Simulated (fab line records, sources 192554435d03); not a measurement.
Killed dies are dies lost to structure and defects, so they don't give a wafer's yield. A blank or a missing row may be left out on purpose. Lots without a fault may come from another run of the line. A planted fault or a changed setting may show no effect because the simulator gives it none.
Chamber matching | flow n5_finfet | N5_SD_EPI_P_ETCH_47 on rie_diel-02: 4 sister chambers
The step etches SiOCN in CH3F/O2, target depth 25 nm. 8 wafers are shown with their chamber, then 7 later ones without.

WAFERS WITH THEIR CHAMBER
wafer  | chamber | showerhead_plenum_p_Torr (Torr) | rf_vpp_V (V)
L083.4 | 3       | 1.98                            | 134
L083.5 | 1       | 1.93                            | 122
L090.1 | 3       | 1.97                            | 133
L090.5 | 1       | 1.92                            | 124
L093.2 | 0       | 2.03                            | 133
L093.5 | 2       | 2.08                            | 126
L094.1 | 0       | 2.03                            | 132
L094.4 | 2       | 2.08                            | 126

WAFERS WITHOUT THEIR CHAMBER
wafer  | showerhead_plenum_p_Torr (Torr) | rf_vpp_V (V)
L094.6 | 1.92                            | 121
L095.1 | 2.03                            | 134
L095.3 | 2.08                            | 127
L095.4 | 1.92                            | 121
L097.2 | 1.97                            | 132
L097.5 | 2.03                            | 134
L097.6 | 1.97                            | 132

WHICH CHAMBER EACH WENT THROUGH
wafer  | from the rows above | in truth
L094.6 | 1                   | 1
L095.1 | 0                   | 0
L095.3 | 2                   | 2
L095.4 | 1                   | 1
L097.2 | 3                   | 3
L097.5 | 0                   | 0
L097.6 | 3                   | 3
Placed correctly: 7 of 7. Can't be placed from these rows: 0. Placed wrongly: 0.
How it was worked out, from the rows above alone: a wafer's distance from a chamber is the root of the sum, over the readings, of the square of ((its reading less the chamber's mean) divided by the reading's scatter). The wafer belongs to the nearest chamber; if the next one is less than 2 further off, it can't be placed. A chamber's mean is the mean of its shown wafers. The scatter: the root of (the sum of the squares of (reading less its chamber's mean) over the shown wafers, divided by (wafers less chambers)).
